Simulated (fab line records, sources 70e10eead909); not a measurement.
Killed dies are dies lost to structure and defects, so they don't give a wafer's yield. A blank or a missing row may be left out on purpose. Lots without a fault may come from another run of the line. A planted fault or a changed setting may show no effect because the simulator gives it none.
Chamber matching | flow nand_harc | NHARC_THIN_TSV_CMP_01 on cmp-03: 4 sister chambers
The step polishes. 8 wafers are shown with their chamber, then 7 later ones without.

WAFERS WITH THEIR CHAMBER
wafer  | chamber | motor_current_A (A)
L080.4 | 3       | 15.0
L080.5 | 2       | 11.4
L080.6 | 3       | 14.5
L084.2 | 0       | 10.0
L084.4 | 2       | 11.4
L084.5 | 1       | 10.4
L083.2 | 1       | 10.4
L083.3 | 0       | 9.5

WAFERS WITHOUT THEIR CHAMBER
wafer  | motor_current_A (A)
L083.5 | 15.1
L093.1 | 11.2
L093.2 | 11.0
L093.6 | 11.5
L093.3 | 10.1
L093.4 | 15.7
L093.5 | 14.9

WHICH CHAMBER EACH WENT THROUGH
wafer  | from the rows above     | in truth
L083.5 | 3                       | 3
L093.1 | 2                       | 2
L093.2 | can't be placed: 2 or 1 | 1
L093.6 | 2                       | 2
L093.3 | can't be placed: 1 or 0 | 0
L093.4 | 3                       | 3
L093.5 | 3                       | 3
Placed correctly: 5 of 7. Can't be placed from these rows: 2 (the true chamber is among the candidates in 2). Placed wrongly: 0.
How it was worked out, from the rows above alone: a wafer's distance from a chamber is the root of the sum, over the readings, of the square of ((its reading less the chamber's mean) divided by the reading's scatter). The wafer belongs to the nearest chamber; if the next one is less than 2 further off, it can't be placed. A chamber's mean is the mean of its shown wafers. The scatter: the root of (the sum of the squares of (reading less its chamber's mean) over the shown wafers, divided by (wafers less chambers)).
